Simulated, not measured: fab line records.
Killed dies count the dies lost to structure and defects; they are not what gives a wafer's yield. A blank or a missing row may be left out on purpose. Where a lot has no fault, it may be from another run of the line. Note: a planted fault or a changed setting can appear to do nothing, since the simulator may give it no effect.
Tool commonality check / flow nand-harc / 6 wafers sampled across 2 lots

== REASON FOR OPENING ==
Flagged at NHARC_END_SORT_01: reading killed-at-array, on 2 of 2 lots. Fault-free wafers read 62, with a standard deviation of 22.
Rule: flag the lot when none of its wafers has a number, or when each of its wafers that has one lies beyond 4 standard deviations from that mean. As for the other lots, they are considered sound.

lot=L821; measured=day 30 10:26; on=prober-01; killed-at-array, wafer by wafer=676 673 674; flag=FLAGGED
lot=L828; measured=day 35 09:43; on=prober-01; killed-at-array, wafer by wafer=671 672 673; flag=FLAGGED
The mean of the flagged lots' numbers is 673, +611 from the usual (+28 standard deviations).

== TOOL THAT RAN EACH LOT ==
The record holds 2 process steps before the reading, out of a route of 1302 steps. Cell contents, in order: the tool; ch with the chambers the sampled wafers went through; the start.
lot=L821; flag=FLAGGED; NHARC_A_ONON_D1_DEP_33=pecvd-03 ch 0,1, day 14 05:28; NHARC_A_CHANNEL_HOLE_D1_DEP_00=acl-dep-01 ch 0, day 14 06:00
lot=L828; flag=FLAGGED; NHARC_A_ONON_D1_DEP_33=pecvd-04 ch 0,1,2, day 17 04:38; NHARC_A_CHANNEL_HOLE_D1_DEP_00=acl-dep-01 ch 0, day 17 06:44
What the steps here do:
- NHARC_A_ONON_D1_DEP_33: deposits SiO2, target thk 200 nm.
- NHARC_A_CHANNEL_HOLE_D1_DEP_00: deposits aC, target thk 3100 nm.
- NHARC_END_SORT_01

== FLAGGED AGAINST TOTAL, ONE TOOL AT A TIME (gauges that did the reading follow at the end) ==
step=NHARC_A_ONON_D1_DEP_33; tool=pecvd-03; lots run=1; flagged=1; share of the flagged lots=some; sound lots run after its first flagged lot=0
step=NHARC_A_ONON_D1_DEP_33; tool=pecvd-04; lots run=1; flagged=1; share of the flagged lots=some; sound lots run after its first flagged lot=0
step=NHARC_A_CHANNEL_HOLE_D1_DEP_00; tool=acl-dep-01; lots run=2; flagged=2; share of the flagged lots=all; sound lots run after its first flagged lot=0
step=NHARC_END_SORT_01; tool=prober-01; lots run=2; flagged=2; share of the flagged lots=all; sound lots run after its first flagged lot=0

== WHAT THE TABLE ALLOWS ==
acl-dep-01 at NHARC_A_CHANNEL_HOLE_D1_DEP_00 and prober-01 at NHARC_END_SORT_01 are the 2 rows of the table that ran each flagged lot.
- acl-dep-01 at NHARC_A_CHANNEL_HOLE_D1_DEP_00: 2 of its 2 lots flagged. Because this sample shows no sound lot run on it before its first flagged lot, the start cannot be pinned down more closely.
- prober-01 at NHARC_END_SORT_01: 2 of its 2 lots flagged. Because this sample shows no sound lot run on it before its first flagged lot, the start cannot be pinned down more closely.
A lot count leaves these 2 tools indistinguishable: every one of them fits a fault beginning at some hour. More lots, or a look at what each step does to the wafer, might.

== WHAT HAD BEEN PUT IN BY THE SIMULATOR ==
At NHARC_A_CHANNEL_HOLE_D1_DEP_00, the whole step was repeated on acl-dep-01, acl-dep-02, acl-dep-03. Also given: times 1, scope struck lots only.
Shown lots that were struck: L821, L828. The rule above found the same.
